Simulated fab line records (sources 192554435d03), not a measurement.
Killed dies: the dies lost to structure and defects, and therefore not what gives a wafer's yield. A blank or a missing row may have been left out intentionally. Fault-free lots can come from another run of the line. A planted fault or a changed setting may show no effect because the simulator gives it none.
fab line records -- flow n5-finfet -- part 2 of 2: steps 27 to 35 of 35
record lots=5, wafers=15, last-day=14
route steps=1938 shown PMOS_HMC_CHANNEL_EPI@72 FIN_SAQP@90
lots that met no fault: taken from a fault-free run of the same line
start-h: the number of hours between the record's first day and the start of the first shown wafer of the lot -- wait-h: hours from the lot's prior step to this one -- " same as the row above -- L1.1+2: a single row standing in for several wafers -- - either no value or no given start -- * or withheld: withheld -- < > ~ a bound
route shown NAME@n: a module of which the file shows steps, and the number in the route of the first -- usual: the fault-free wafers' mean and standard deviation -- same: alike in all rows -- chamber/n: place in a boat -- sites: each site's reading -- _std_site: the values' standard deviation -- _edge_site: outer sites' mean less inner sites' -- radius-mm: for every site, how far away it sits from the centre of the wafer -- mask NAME#n: copy n -- behind: the last tool/chamber to shape the wafer -- hold: why the lot was held/for how many hours/how that ended -- device: whichever transistor did not switch (one of n, p or np) -- end of line: tests of these same wafers at the route's end -- for a step that has no rows: nothing shown but its recipe -- killed: dies that structure and defects cost at the first sort, which is not the same as the wafer's yield -- map: a wafer's dies, marking killed ones x, the rest . and places with no die _
set.NAME: the run value of the setting; set.NAME@STEP: its run value at that earlier step -- model.NAME: the simulator's own value behind a step, which no gauge read
lots seen at some steps along the route; tables by step, rows by wafer
services: the hour from which a tool's chamber was out of use, counted from the record's first day as start-h (under 0 if before that day), plus the number of hours and why
## steps
# step N5_FIN_SAQP_PECVD_48
# recipe material=SiNx, target-thk-a=250, temp-c=400, precursor=SiH4/NH3/N2, pressure-torr=1.5, rf-w=300, time-s=22.1
# usual heater-power-w=773/120, showerhead-plenum-p-Torr=5.15/0.048, susceptor-temp-C=400.01/0.24, throttle-valve-pct=39.9/2.3
lot.wafer,tool,chamber,start-h,wait-h,heater-power-w,showerhead-plenum-p-Torr,susceptor-temp-C,throttle-valve-pct
L074.4,pecvd-02,2,21.74,0.0,931,5.09,400.00,41.8
L074.5,pecvd-02,0,21.74,0.0,751,5.08,399.74,41.4
L074.6,pecvd-02,1,21.74,0.0,837,5.17,399.91,42.6
L075.3,pecvd-04,2,27.62,0.0,663,5.13,400.17,35.9
L075.5,pecvd-04,1,27.62,0.0,902,5.18,400.12,41.5
L075.6,pecvd-04,0,27.62,0.0,685,5.23,399.95,38.1
L078.4,pecvd-02,2,45.25,0.0,868,5.10,399.87,41.9
L078.5,pecvd-02,0,45.25,0.0,717,5.09,399.93,41.1
L078.6,pecvd-02,1,45.25,0.0,880,5.17,400.19,42.7
L085.1,pecvd-04,1,88.31,0.0,852,5.17,400.41,41.7
L085.2,pecvd-04,2,88.31,0.0,669,5.13,399.74,36.1
L085.6,pecvd-04,1,88.31,0.0,882,5.19,400.06,41.6
L086.1,pecvd-02,2,94.50,0.0,887,5.09,400.11,41.8
L086.3,pecvd-02,1,94.50,0.0,782,5.16,399.70,42.6
L086.4,pecvd-02,1,94.50,0.0,781,5.17,400.20,42.6
# step N5_FIN_SAQP_PECVD_06
# recipe material=a-Si, target-thk-a=600, temp-c=400, precursor=SiH4/He, pressure-torr=3, rf-w=100, time-s=48.1
# usual heater-power-w=855/130, showerhead-plenum-p-Torr=5.68/0.036, susceptor-temp-C=400.00/0.21, throttle-valve-pct=18.2/1
lot.wafer,tool,chamber,start-h,wait-h,heater-power-w,showerhead-plenum-p-Torr,susceptor-temp-C,throttle-valve-pct
L074.4,pecvd-02,2,21.78,0.0,1085,5.62,400.32,18.7
L074.5,pecvd-02,0,21.78,0.0,729,5.63,400.05,18.7
L074.6,pecvd-02,1,21.78,0.0,831,5.70,399.98,19.4
L075.3,pecvd-04,2,27.66,0.0,749,5.65,399.95,16.2
L075.5,pecvd-04,1,27.66,0.0,1024,5.69,399.76,19.1
L075.6,pecvd-04,0,27.66,0.0,753,5.71,399.78,17.4
L078.4,pecvd-02,2,45.30,0.0,1059,5.64,399.85,19.0
L078.5,pecvd-02,0,45.30,0.0,729,5.61,400.00,18.8
L078.6,pecvd-02,1,45.30,0.0,925,5.68,400.01,19.5
L085.1,pecvd-04,1,88.35,0.0,1012,5.69,400.02,19.1
L085.2,pecvd-04,2,88.35,0.0,627,5.64,399.60,16.6
L085.6,pecvd-04,1,88.35,0.0,1001,5.69,399.88,19.0
L086.1,pecvd-02,2,94.54,0.0,942,5.63,400.45,19.1
L086.3,pecvd-02,1,94.54,0.0,840,5.71,399.89,19.4
L086.4,pecvd-02,1,94.54,0.0,821,5.69,400.22,19.3
# step N5_FIN_SAQP_THK_MEAS_07
# usual thk-nm=59.6/0.66
lot.wafer,tool,chamber,start-h,wait-h,thk-nm
L074.4,film-metro-02,-,21.85,0.0,59.6
L074.5,film-metro-02,-,21.85,0.0,59.4
L074.6,film-metro-02,-,21.85,0.0,59.5
L075.3,film-metro-01,-,27.75,0.1,59.1
L075.5,film-metro-01,-,27.75,0.1,60.0
L075.6,film-metro-01,-,27.75,0.1,59.8
L078.4,film-metro-02,-,45.37,0.0,60.3
L078.5,film-metro-02,-,45.37,0.0,59.4
L078.6,film-metro-02,-,45.37,0.0,58.9
L085.1,film-metro-02,-,88.44,0.1,59.4
L085.2,film-metro-02,-,88.44,0.1,59.9
L085.6,film-metro-02,-,88.44,0.1,59.5
L086.1,film-metro-01,-,94.63,0.1,58.8
L086.3,film-metro-01,-,94.63,0.1,59.0
L086.4,film-metro-01,-,94.63,0.1,59.7
# step N5_FIN_SAQP_HM_DEP_72
# recipe material=SiO2, target-thk-a=120, temp-c=400, precursor=SiH4/N2O, pressure-torr=0.75, rf-w=275, time-s=7.2
# usual heater-power-w=795/110, showerhead-plenum-p-Torr=8.18/0.1, susceptor-temp-C=399.98/0.2
lot.wafer,tool,chamber,start-h,wait-h,heater-power-w,showerhead-plenum-p-Torr,susceptor-temp-C
L074.4,pecvd-04,1,21.91,0.1,890,8.21,399.68
L074.5,pecvd-04,2,21.91,0.1,695,8.14,400.05
L074.6,pecvd-04,0,21.91,0.1,696,8.31,399.90
L075.3,pecvd-01,2,27.78,0.0,837,8.30,400.04
L075.5,pecvd-01,0,27.78,0.0,715,8.23,399.85
L075.6,pecvd-01,1,27.78,0.0,755,8.29,400.29
L078.4,pecvd-04,2,45.43,0.1,571,8.09,399.94
L078.5,pecvd-04,1,45.43,0.1,1017,8.22,399.80
L078.6,pecvd-04,0,45.43,0.1,701,8.29,399.93
L085.1,pecvd-02,2,88.48,0.0,1020,8.03,400.17
L085.2,pecvd-02,1,88.48,0.0,861,8.20,399.99
L085.6,pecvd-02,0,88.48,0.0,720,8.03,400.14
L086.1,pecvd-04,0,94.67,0.0,721,8.30,399.76
L086.3,pecvd-04,0,94.67,0.0,738,8.30,400.06
L086.4,pecvd-04,2,94.67,0.0,586,8.14,400.05
# step N5_FIN_SAQP_COAT_49
# recipe resist=SOC, temp-c=250, time-s=60, spin-rpm=1500, resist-thk-nm=100
# usual chill-plate-temp-C=23.00/0.1
lot.wafer,tool,chamber,start-h,wait-h,chill-plate-temp-C
L074.4,litho-track-05,0,21.96,0.0,22.92
L074.5,litho-track-05,0,21.96,0.0,23.08
L074.6,litho-track-05,0,21.96,0.0,22.96
L075.3,litho-track-05,0,27.86,0.1,23.04
L075.5,litho-track-05,0,27.86,0.1,23.09
L075.6,litho-track-05,0,27.86,0.1,23.19
L078.4,litho-track-02,0,45.48,0.0,22.98
L078.5,litho-track-02,0,45.48,0.0,22.95
L078.6,litho-track-02,0,45.48,0.0,22.95
L085.1,litho-track-05,0,88.56,0.1,23.18
L085.2,litho-track-05,0,88.56,0.1,23.07
L085.6,litho-track-05,0,88.56,0.1,22.99
L086.1,litho-track-05,0,94.77,0.1,22.95
L086.3,litho-track-05,0,94.77,0.1,22.86
L086.4,litho-track-05,0,94.77,0.1,22.99
# step N5_FIN_SAQP_COAT_50
# recipe resist=SiARC, temp-c=220, time-s=60, spin-rpm=1500, resist-thk-nm=35
# usual chill-plate-temp-C=22.99/0.11
lot.wafer,tool,chamber,start-h,wait-h,chill-plate-temp-C
L074.4,litho-track-05,0,-,-,23.07
L074.5,litho-track-05,0,-,-,22.99
L074.6,litho-track-05,0,-,-,23.01
L075.3,litho-track-05,0,-,-,23.06
L075.5,litho-track-05,0,-,-,23.16
L075.6,litho-track-05,0,-,-,23.04
L078.4,litho-track-02,0,-,-,22.92
L078.5,litho-track-02,0,-,-,22.91
L078.6,litho-track-02,0,-,-,23.10
L085.1,litho-track-05,0,-,-,23.27
L085.2,litho-track-05,0,-,-,23.10
L085.6,litho-track-05,0,-,-,23.02
L086.1,litho-track-05,0,-,-,23.10
L086.3,litho-track-05,0,-,-,22.90
L086.4,litho-track-05,0,-,-,22.95
# step N5_FIN_SAQP_COAT_10
# recipe resist=CAR-ArF, spin-rpm=1500, resist-thk-nm=90
# usual chill-plate-temp-C=22.98/0.098
lot.wafer,tool,chamber,start-h,wait-h,chill-plate-temp-C
L074.4,litho-track-05,0,-,-,22.86
L074.5,litho-track-05,0,-,-,23.05
L074.6,litho-track-05,0,-,-,22.99
L075.3,litho-track-05,0,-,-,22.98
L075.5,litho-track-05,0,-,-,22.93
L075.6,litho-track-05,0,-,-,22.91
L078.4,litho-track-02,0,-,-,22.90
L078.5,litho-track-02,0,-,-,22.92
L078.6,litho-track-02,0,-,-,22.85
L085.1,litho-track-05,0,-,-,22.99
L085.2,litho-track-05,0,-,-,22.89
L085.6,litho-track-05,0,-,-,22.88
L086.1,litho-track-05,0,-,-,22.86
L086.3,litho-track-05,0,-,-,22.89
L086.4,litho-track-05,0,-,-,22.77
# step N5_FIN_SAQP_EBR_12
# recipe solvent=PGMEA, ebr-width-mm=1.5
# usual chill-plate-temp-C=22.99/0.11
lot.wafer,tool,chamber,start-h,wait-h,chill-plate-temp-C
L074.4,litho-track-05,0,-,-,22.91
L074.5,litho-track-05,0,-,-,23.07
L074.6,litho-track-05,0,-,-,22.92
L075.3,litho-track-05,0,-,-,22.89
L075.5,litho-track-05,0,-,-,23.02
L075.6,litho-track-05,0,-,-,23.02
L078.4,litho-track-02,0,-,-,23.01
L078.5,litho-track-02,0,-,-,22.89
L078.6,litho-track-02,0,-,-,22.94
L085.1,litho-track-05,0,-,-,23.14
L085.2,litho-track-05,0,-,-,22.88
L085.6,litho-track-05,0,-,-,23.06
L086.1,litho-track-05,0,-,-,23.04
L086.3,litho-track-05,0,-,-,22.95
L086.4,litho-track-05,0,-,-,22.97
# step N5_FIN_SAQP_SOFTBAKE_11
# recipe temp-c=110, time-s=60, resist=CAR-ArF
# usual chill-plate-temp-C=22.99/0.1
lot.wafer,tool,chamber,start-h,wait-h,chill-plate-temp-C
L074.4,litho-track-05,0,-,-,23.02
L074.5,litho-track-05,0,-,-,23.13
L074.6,litho-track-05,0,-,-,22.98
L075.3,litho-track-05,0,-,-,22.91
L075.5,litho-track-05,0,-,-,22.86
L075.6,litho-track-05,0,-,-,23.05
L078.4,litho-track-02,0,-,-,22.87
L078.5,litho-track-02,0,-,-,22.80
L078.6,litho-track-02,0,-,-,23.12
L085.1,litho-track-05,0,-,-,22.90
L085.2,litho-track-05,0,-,-,22.94
L085.6,litho-track-05,0,-,-,22.80
L086.1,litho-track-05,0,-,-,23.09
L086.3,litho-track-05,0,-,-,23.09
L086.4,litho-track-05,0,-,-,23.08
## services
tool,chamber,start-h,hours,kind
rtp-anneal-02,-,-2.36,6.0,pm
cmp-01,-,-0.04,3.1,repair
wet-bench-04,-,2.24,1.6,repair
wet-bench-02,-,5.50,4.4,pm
pecvd-02,-,9.08,1.5,repair
pecvd-01,-,13.27,0.9,repair
cmp-04,-,30.50,2.8,repair
ald-sin-03,1,34.40,11.9,repair
cmp-04,-,34.84,1.8,repair
ald-sin-02,-,34.89,6.1,pm
cmp-01,-,41.28,14.6,pm
epi-rpcvd-04,-,42.99,0.5,pm
ald-sin-01,-,46.61,14.6,pm
epi-rpcvd-04,-,51.50,2.8,pm
rie-si-03,1,54.14,13.9,repair
cmp-04,-,54.94,3.1,repair
epi-rpcvd-01,-,55.10,0.6,repair
ald-sin-03,2,56.11,4.3,repair
cmp-04,-,59.52,4.0,pm
cmp-01,-,59.61,1.4,repair
epi-rpcvd-02,-,62.08,2.8,pm
pecvd-02,-,64.73,0.8,repair
ald-sin-01,-,76.81,6.0,pm
rie-si-03,1,83.98,27.1,repair
